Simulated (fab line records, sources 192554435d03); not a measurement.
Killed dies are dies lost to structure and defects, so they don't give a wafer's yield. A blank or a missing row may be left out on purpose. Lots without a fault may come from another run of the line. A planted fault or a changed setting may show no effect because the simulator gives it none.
A struck lot beside a sound one | flow n5_finfet | 27 steps out of a route of 1938
Sound: wafers L971.1, L971.2, L971.3. Struck: wafers L959.2, L959.4, L959.6. The cause comes at the end.
At each step with rows: each side's tool, then ch and its chambers, then its first start. Under that, the readings that differ: sound wafers | struck wafers | difference of the means | sigmas: that difference in standard deviations of wafers without a fault.
alike: readings whose means differ by less than 2 such deviations, and words and numbers that are the same on both sides. not compared: withheld readings, readings that some wafer has no value for, bounds like >300 that may hide the same value, and numbers for which the record gives no deviation and whose values overlap.
The two part at a step that has a row with sigmas, a row that says differs or no value, or rows on one side only. Numbers that don't overlap but have no deviation are shown without sigmas and don't part them. A reading that every wafer of one side lacks parts them only if that side has two wafers or more.

first, 8 steps without rows for these wafers: N5_BEOL_M0_CMP_120 (polishes, stops on SiOC, t overpolish 6.9 s); N5_BEOL_M0_PRE_CLEAN_131 (time 15 s); N5_BEOL_M0_CO_CAP_123 (material Co, precursor CCTBA/H2, target thk 2 nm, time 102.1 s); N5_BEOL_M0_PRE_CLEAN_124 (time 15 s); N5_BEOL_M0_DEP_125 (deposits SiCN from 3MS/NH3, target thk 8 nm, time 14 s); N5_BEOL_M1_ILD_DEP_00 (deposits SiOC from DEMS/O2, target thk 79 nm, time 15.3 s); N5_BEOL_M1_PECVD_72 (deposits SiO2 from TEOS/O2, target thk 16 nm, time 18 s); N5_BEOL_M1_HM_DEP_02 (deposits TiN, target thk 20 nm).
N5_BEOL_M1_COAT_61: time 60 s, resist thk 60 nm.
  sound on litho_track-05 ch 0, day 11 21:01; struck on litho_track-01 ch 0, day 8 17:23
  reading                                  | sound                | struck               | difference | sigmas
  spin_speed_rpm (rpm)                     | 1500.5 1501.4 1500.3 | 1580.1 1578.1 1579.8 | +78.6      | +71
  model.SOC_of_BEOL_M1_COAT_61.thk_nm (nm) | 59.8 59.8 59.8       | 58.4 58.4 58.4       | -1.4       |
  alike: heater_power_total_W, plate_temp_C
then, 11 steps without rows for these wafers: N5_BEOL_M1_COAT_62 (time 60 s, resist thk 12 nm); N5_BEOL_M1_COAT_73 (time 60 s, resist thk 5 nm); N5_BEOL_M1_COAT_05 (resist thk 30 nm); N5_BEOL_M1_EBR_07; N5_BEOL_M1_SOFTBAKE_06 (time 60 s); N5_BEOL_M1_EXPOSE_08 (exposes mask M1); N5_BEOL_M1_PEB_09 (peb time 60 s); N5_BEOL_M1_DEVELOP_10 (develop time 30 s); N5_BEOL_M1_DESCUM_16 (chemistry O2, time 7 s); N5_BEOL_M1_ETCH_74 (etches underlayer in N2/H2, target depth 6.5 nm, time 5.2 s); N5_BEOL_M1_ETCH_63 (etches SiARC in CF4, target depth 15.6 nm, time 26 s).
N5_BEOL_M1_ETCH_64: etches SOC in N2/H2, target depth 75 nm, overetch 15 nm, time 112.5 s.
  sound on rie_diel-04 ch 0,1,2, day 11 21:29; struck on rie_diel-06 ch 1,2,3, day 8 17:52
  reading                  | sound             | struck            | difference | sigmas
  model.etch.depth_nm (nm) | 59.83 59.77 59.82 | 58.38 58.46 58.43 | -1.38      |
  alike: chamber_pressure_mTorr, drypump_motor_current_A, oes_product_au, rf_fwd_power_W, rf_vpp_V, showerhead_plenum_p_Torr, temp_c, throttle_valve_pct
  not compared: rf_hours_counter_h
then, 3 steps without rows for these wafers: N5_BEOL_M1_STRIP_65 (strips in N2/H2); N5_BEOL_M1_STRIP_75 (strips in N2/H2); N5_BEOL_M1_STRIP_66 (strips in CF4).
N5_BEOL_M1_HM_OPEN_17: chemistry Cl2/BCl3, target TiN, target depth 20 nm, overetch 6 nm.
  sound on rie_metal-02 ch 1, day 11 21:38; struck on rie_metal-01 ch 0,1, day 8 18:01
  reading                                  | sound          | struck       | difference | sigmas
  rf_fwd_power_W (W)                       | 998 1003 1001  | 989 995 994  | -8         | -2
  model.SOC_of_BEOL_M1_COAT_61.thk_nm (nm) | 51.8 51.8 51.8 | 50.4 51 50.4 | -1.2       |
  alike: chamber_pressure_mTorr, drypump_motor_current_A, oes_product_au, throttle_valve_pct
  not compared: rf_hours_counter_h
then, 1 step without rows for these wafers: N5_BEOL_M1_STRIP_19 (strips in O2).
N5_BEOL_M4_RC_MEAS_101:
  sound on prober-02 ch 0, day 13 22:00; struck on prober-02 ch 0, day 10 12:52
  alike: DIBL_N, DIBL_P, IOFF_N, IOFF_P, ION_N, ION_P, SS_N, SS_P, VT_N, VT_P

WHERE THEY PART
First at N5_BEOL_M1_COAT_61; last, within this record, at N5_BEOL_M1_HM_OPEN_17. Later steps at which nothing parts them and some readings are alike: N5_BEOL_M4_RC_MEAS_101.

WHY: what the simulator had put in
Process parameter drift: litho_track-01, from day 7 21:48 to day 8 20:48, at N5_BEOL_M1_COAT_61. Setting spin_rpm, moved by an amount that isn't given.
